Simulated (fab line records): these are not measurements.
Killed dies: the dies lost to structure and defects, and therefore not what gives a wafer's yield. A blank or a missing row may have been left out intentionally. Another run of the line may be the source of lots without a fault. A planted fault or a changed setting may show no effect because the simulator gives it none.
Which of the tools did it? | flow nand-harc | 33 wafers from 11 lots sampled at 6 of the route's 1302 steps

WHAT THE GAUGES SHOWED, per wafer
NHARC_END_SORT_01. Usual: defect-limited-yield 91.5 %, standard deviation 2.5; killed-at-array 52, standard deviation 17; killed-at-other 1.2, standard deviation 1.4; killed-at-periphery 4.7, standard deviation 2.9; killed-dies 58, standard deviation 17; killed-open 3.2, standard deviation 1.9; killed-short 2.4, standard deviation 1.4; sort_bin_2_pct 3.0 %, standard deviation 1.1; sort_bin_3_pct 0.6 %, standard deviation 0.37; sort_bin_4_pct 4.8 %, standard deviation 1.4; sort-n-pass 619, standard deviation 17; sort-rim-yield-pct 90 %, standard deviation 4.9; sort-yield-pct 91.5 %, standard deviation 2.5.
lot  | measured     | on        | defect-limited-yield (%) | killed-at-array | killed-at-other | killed-at-periphery | killed-dies | killed-open | killed-short | sort_bin_2_pct (%) | sort_bin_3_pct (%) | sort_bin_4_pct (%) | sort-n-pass | sort-rim-yield-pct (%) | sort-yield-pct (%) | flag
L465 | day 28 12:43 | prober-02 | 87.9 89.1 88.0           | 65 66 70        | 5 3 6           | 12 5 5              | 82 74 81    | 2 0 3       | 0 3 0        | 4.7 4.3 4.3        | 1.6 0.9 0.7        | 5.8 5.8 6.9        | 595 603 596 | 87 85 92               | 87.9 89.1 88.0     |

TOOL THAT RAN EACH LOT (tool first, then ch and the chambers of the sampled wafers, then the start)
lot  | NHARC_A_CHANNEL_HOLE_D2_ETCH_34               | NHARC_A_CHANNEL_HOLE_D2_ETCH_22  | NHARC_A_CHANNEL_HOLE_D2_ETCH_25  | NHARC_A_CHANNEL_HOLE_D2_XSEM_32 | NHARC_A_CHANNEL_FILL_D2_ALD_14
L460 | rie-diel-13 ch 0,1, day 14 09:16 or earlier   | har-etch-01 ch 0,1, day 14 09:16 | har-etch-01 ch 0,1, day 14 11:19 | xsem-02 ch 0, day 14 14:10      | ald-hk-03 ch 0,1,3, day 14 21:31
L459 | rie-diel-02 ch 1,2,3, day 15 01:35 or earlier | har-etch-02 ch 0,1, day 15 01:35 | har-etch-02 ch 0,1, day 15 03:38 | xsem-02 ch 0, day 15 06:20      | ald-hk-03 ch 1,3, day 15 13:39
L462 | rie-diel-02 ch 0,1,3, day 15 10:47 or earlier | har-etch-01 ch 0,1, day 15 10:47 | har-etch-01 ch 0,1, day 15 12:52 | xsem-01 ch 0, day 15 15:28      | ald-hk-04 ch 0,1, day 15 22:52
L466 | rie-diel-02 ch 0,1,3, day 17 10:58 or earlier | har-etch-02 ch 0, day 17 10:58   | har-etch-02 ch 0, day 17 13:01   | xsem-01 ch 0, day 17 15:34      | ald-hk-02 ch 0,1,3, day 17 22:56
L465 | rie-diel-13 ch 0,1, day 17 12:59 or earlier   | har-etch-01 ch 0,1, day 17 12:59 | har-etch-01 ch 0,1, day 17 15:00 | xsem-02 ch 0, day 17 17:43      | ald-hk-04 ch 1,2,3, day 17 22:59
L468 | rie-diel-08 ch 0,1,3, day 17 17:08 or earlier | har-etch-01 ch 0,1, day 17 17:08 | har-etch-01 ch 0,1, day 17 19:10 | xsem-02 ch 0, day 17 21:53      | ald-hk-02 ch 0,1,3, day 18 03:25
L469 | rie-diel-02 ch 1,2, day 19 03:02 or earlier   | har-etch-01 ch 0,1, day 19 03:02 | har-etch-01 ch 0,1, day 19 05:11 | xsem-02 ch 0, day 19 07:36      | ald-hk-04 ch 2,3, day 19 14:52
L470 | rie-diel-02 ch 1,2, day 19 07:01 or earlier   | har-etch-01 ch 0,1, day 19 07:01 | har-etch-01 ch 0,1, day 19 09:04 | xsem-02 ch 0, day 19 11:49      | -
L473 | rie-diel-13 ch 0,1,2, day 20 00:46 or earlier | har-etch-01 ch 0,1, day 20 00:46 | har-etch-01 ch 0,1, day 20 02:51 | xsem-02 ch 0, day 20 05:25      | -
L475 | rie-diel-13 ch 1,2, day 21 04:23 or earlier   | har-etch-01 ch 0, day 21 04:23   | har-etch-01 ch 0, day 21 06:29   | xsem-01 ch 0, day 21 09:02      | -
L479 | rie-diel-02 ch 1,2,3, day 22 21:25 or earlier | har-etch-02 ch 0,1, day 22 21:25 | har-etch-02 ch 0,1, day 22 23:29 | xsem-02 ch 0, day 23 02:03      | ald-hk-04 ch 0,1,3, day 23 10:00
- NHARC_A_CHANNEL_HOLE_D2_ETCH_34: etches the open film in CF4/CHF3, target depth 154 nm, time 77 s.
- NHARC_A_CHANNEL_HOLE_D2_ETCH_22: etches the open film in C4F8/O2/Ar, time 666.7 s, target depth 1600 nm.
- NHARC_A_CHANNEL_HOLE_D2_ETCH_25: etches the open film in C4F8/O2/Ar, time 1040.2 s, target depth 1500 nm.
- NHARC_A_CHANNEL_HOLE_D2_XSEM_32
- NHARC_A_CHANNEL_FILL_D2_ALD_14: deposits SiO2, target thk 2.5 nm, pulse time 10 s, ald cycles 25.

AS READ BY THE TOOLS THEMSELVES (means over the sampled wafers that have a number; for cases with no such wafer, the mark the record gives instead)
NHARC_A_CHANNEL_HOLE_D2_ETCH_34. Usual: cf4-flow-sccm 100.0 sccm, standard deviation 0.32; drypump-motor-current-A 5.6 A, standard deviation 0.37; mfc-ar-sccm 0.014 sccm, standard deviation 0.016; oes-product-au 0.960 a.u., standard deviation 0.019; rf-vpp-V 370.7 V, standard deviation 2.6; showerhead-plenum-p-Torr 1.58 Torr, standard deviation 0.075; throttle-valve-pct 16.802 %, standard deviation 0.0086.
lot  | tool        | cf4-flow-sccm (sccm) | drypump-motor-current-A (A) | mfc-ar-sccm (sccm) | oes-product-au (a.u.) | rf-vpp-V (V) | showerhead-plenum-p-Torr (Torr) | throttle-valve-pct (%) | flag
L460 | rie-diel-13 | 100.0                | 5.8                         | 0.016              | 0.940                 | 370.3        | 1.56                            | 16.799                 |
L459 | rie-diel-02 | 99.9                 | 5.4                         | 0.012              | 0.973                 | 368.9        | 1.54                            | 16.801                 |
L462 | rie-diel-02 | 100.1                | 5.7                         | 0.012              | 0.979                 | 370.6        | 1.59                            | 16.792                 |
L466 | rie-diel-02 | 100.0                | 5.7                         | 0.012              | 0.924                 | 370.5        | 1.59                            | 16.809                 |
L465 | rie-diel-13 | 99.9                 | 5.8                         | 0.016              | 0.954                 | 370.8        | 1.56                            | 16.810                 |
L468 | rie-diel-08 | 100.0                | 5.9                         | 0.004              | 0.987                 | 370.5        | 1.58                            | 16.804                 |
L469 | rie-diel-02 | 100.0                | 5.3                         | 0.025              | 0.953                 | 368.5        | 1.50                            | 16.801                 |
L470 | rie-diel-02 | 100.1                | 5.4                         | 0.012              | 0.952                 | 369.0        | 1.52                            | 16.803                 |
L473 | rie-diel-13 | 100.1                | 5.6                         | 0.019              | 0.924                 | 372.3        | 1.62                            | 16.802                 |
L475 | rie-diel-13 | 99.9                 | 5.4                         | 0.031              | 0.952                 | 371.9        | 1.63                            | 16.809                 |
L479 | rie-diel-02 | 100.3                | 5.4                         | 0.012              | 0.974                 | 368.1        | 1.53                            | 16.803                 |

NHARC_A_CHANNEL_HOLE_D2_ETCH_22. Usual: drypump-motor-current-A 5.3 A, standard deviation 0.61; mfc-ar-sccm 375.1 sccm, standard deviation 1.1; o2-flow-sccm 35.70 sccm, standard deviation 0.11; showerhead-plenum-p-Torr 3.66 Torr, standard deviation 0.13; temp-c -19.99 C, standard deviation 0.1; throttle-valve-pct 32.154 %, standard deviation 0.0094.
lot  | tool        | drypump-motor-current-A (A) | mfc-ar-sccm (sccm) | o2-flow-sccm (sccm) | showerhead-plenum-p-Torr (Torr) | temp-c (C) | throttle-valve-pct (%) | flag
L460 | har-etch-01 | 5.8                         | 375.3              | 35.62               | 3.64                            | -20.05     | 32.154                 |
L459 | har-etch-02 | 4.8                         | 374.4              | 35.60               | 3.67                            | -19.99     | 32.153                 |
L462 | har-etch-01 | 5.8                         | 374.7              | 35.73               | 3.63                            | -20.00     | 32.152                 |
L466 | har-etch-02 | 4.9                         | 374.8              | 35.64               | 3.93                            | -20.02     | 32.147                 |
L465 | har-etch-01 | 5.8                         | 375.0              | 35.79               | 3.61                            | -19.96     | 32.151                 |
L468 | har-etch-01 | 5.8                         | 375.2              | 35.76               | 3.61                            | -19.98     | 32.155                 |
L469 | har-etch-01 | 5.8                         | 373.8              | 35.51               | 3.60                            | -19.88     | 32.148                 |
L470 | har-etch-01 | 6.0                         | 376.2              | 35.74               | 3.56                            | -20.03     | 32.162                 |
L473 | har-etch-01 | 5.8                         | 376.8              | 35.69               | 3.59                            | -19.92     | 32.166                 |
L475 | har-etch-01 | 5.6                         | 374.4              | 35.60               | 3.63                            | -19.96     | 32.154                 |
L479 | har-etch-02 | 4.8                         | 374.3              | 35.87               | 3.74                            | -19.92     | 32.154                 |

NHARC_A_CHANNEL_HOLE_D2_ETCH_25. Usual: drypump-motor-current-A 5.3 A, standard deviation 0.61; mfc-ar-sccm 374.9 sccm, standard deviation 1.1; o2-flow-sccm 31.19 sccm, standard deviation 0.09; showerhead-plenum-p-Torr 3.66 Torr, standard deviation 0.13; temp-c -20.01 C, standard deviation 0.1; throttle-valve-pct 32.235 %, standard deviation 0.0099.
lot  | tool        | drypump-motor-current-A (A) | mfc-ar-sccm (sccm) | o2-flow-sccm (sccm) | showerhead-plenum-p-Torr (Torr) | temp-c (C) | throttle-valve-pct (%) | flag
L460 | har-etch-01 | 5.8                         | 374.2              | 31.20               | 3.64                            | -20.02     | 32.228                 |
L459 | har-etch-02 | 4.8                         | 375.7              | 31.23               | 3.66                            | -20.08     | 32.246                 |
L462 | har-etch-01 | 5.8                         | 375.7              | 31.19               | 3.63                            | -20.03     | 32.237                 |
L466 | har-etch-02 | 4.8                         | 375.1              | 31.20               | 3.93                            | -20.29     | 32.238                 |
L465 | har-etch-01 | 5.8                         | 374.0              | 31.17               | 3.61                            | -19.87     | 32.235                 |
L468 | har-etch-01 | 5.8                         | 374.1              | 31.21               | 3.61                            | -20.05     | 32.224                 |
L469 | har-etch-01 | 5.8                         | 374.6              | 31.18               | 3.60                            | -19.99     | 32.237                 |
L470 | har-etch-01 | 6.0                         | 375.1              | 31.24               | 3.55                            | -20.02     | 32.241                 |
L473 | har-etch-01 | 5.8                         | 374.6              | 31.18               | 3.59                            | -19.99     | 32.242                 |
L475 | har-etch-01 | 5.6                         | 375.4              | 31.07               | 3.63                            | -20.07     | 32.230                 |
L479 | har-etch-02 | 4.7                         | 377.2              | 31.21               | 3.73                            | -19.98     | 32.243                 |

NHARC_A_CHANNEL_HOLE_D2_XSEM_32. Usual: bot-cd-nm 75.0 nm, standard deviation 2.2; bow-nm 8.7 nm, standard deviation 0.32; tilt-deg 0.08 degrees, standard deviation 0.049.
lot  | tool    | bot-cd-nm (nm) | bow-nm (nm) | tilt-deg (degrees) | flag
L460 | xsem-02 | 72.8           | 8.8         | 0.07               |
L459 | xsem-02 | 76.1           | 9.2         | 0.04               |
L462 | xsem-01 | 77.7           | 8.4         | 0.07               |
L466 | xsem-01 | 73.2           | 8.7         | 0.10               |
L465 | xsem-02 | 72.9           | 8.3         | 0.20               |
L468 | xsem-02 | 75.4           | 9.2         | 0.12               |
L469 | xsem-02 | 74.5           | 9.0         | -0.01              |
L470 | xsem-02 | 76.3           | 16.6        | 0.07               | OFF
L473 | xsem-02 | 74.5           | 16.2        | 0.12               | OFF
L475 | xsem-01 | 75.0           | 16.5        | 0.14               | OFF
L479 | xsem-02 | 76.4           | 8.6         | 0.03               |

NHARC_A_CHANNEL_FILL_D2_ALD_14. Usual: heater-power-w 445 W, standard deviation 53; precursor-pulse-height-rel 1.002, standard deviation 0.019.
lot  | tool      | heater-power-w (W) | precursor-pulse-height-rel | flag
L460 | ald-hk-03 | 402                | 0.985                      |
L459 | ald-hk-03 | 374                | 0.984                      |
L462 | ald-hk-04 | 437                | 1.003                      |
L466 | ald-hk-02 | 488                | 0.988                      |
L465 | ald-hk-04 | 418                | 0.994                      |
L468 | ald-hk-02 | 479                | 1.005                      |
L469 | ald-hk-04 | 439                | 1.013                      |
L479 | ald-hk-04 | 425                | 1.008                      |

THE ANSWER, worked out from the rows above alone
Rule: a lot is off if the mean of its wafers that have a number lies more than 3 standard deviations from the usual mean. Also off: a lot with no number at a reading for which 4 or more lots have one. Any other lot the step has rows for is counted as sound. The gauges are gone through in route order, then the tools' own readings, and for those a lot's mean is taken as printed above. At the first step where some lot is off, the reading lying furthest off is the one used; lots without a number count as furthest.
Off, at NHARC_A_CHANNEL_HOLE_D2_XSEM_32 on bow-nm: L470, L473, L475.
If a tool, at that step or one of the process steps before it, ran each lot that is off and ran no sound lot following the first of them, it fits. With no start given for some of its lots, NHARC_A_CHANNEL_HOLE_D2_ETCH_34 uses the hours and lot order of NHARC_A_CHANNEL_HOLE_D2_ETCH_22. One fits: NHARC_A_CHANNEL_HOLE_D2_ETCH_22 and NHARC_A_CHANNEL_HOLE_D2_ETCH_25 on har-etch-01. At NHARC_A_CHANNEL_HOLE_D2_ETCH_22 its last sound lot is L469 (day 19 03:02), its first lot that is off L470 (day 19 07:01): a fault that began between those two fits.

WHAT THE SIMULATOR HAD PUT IN
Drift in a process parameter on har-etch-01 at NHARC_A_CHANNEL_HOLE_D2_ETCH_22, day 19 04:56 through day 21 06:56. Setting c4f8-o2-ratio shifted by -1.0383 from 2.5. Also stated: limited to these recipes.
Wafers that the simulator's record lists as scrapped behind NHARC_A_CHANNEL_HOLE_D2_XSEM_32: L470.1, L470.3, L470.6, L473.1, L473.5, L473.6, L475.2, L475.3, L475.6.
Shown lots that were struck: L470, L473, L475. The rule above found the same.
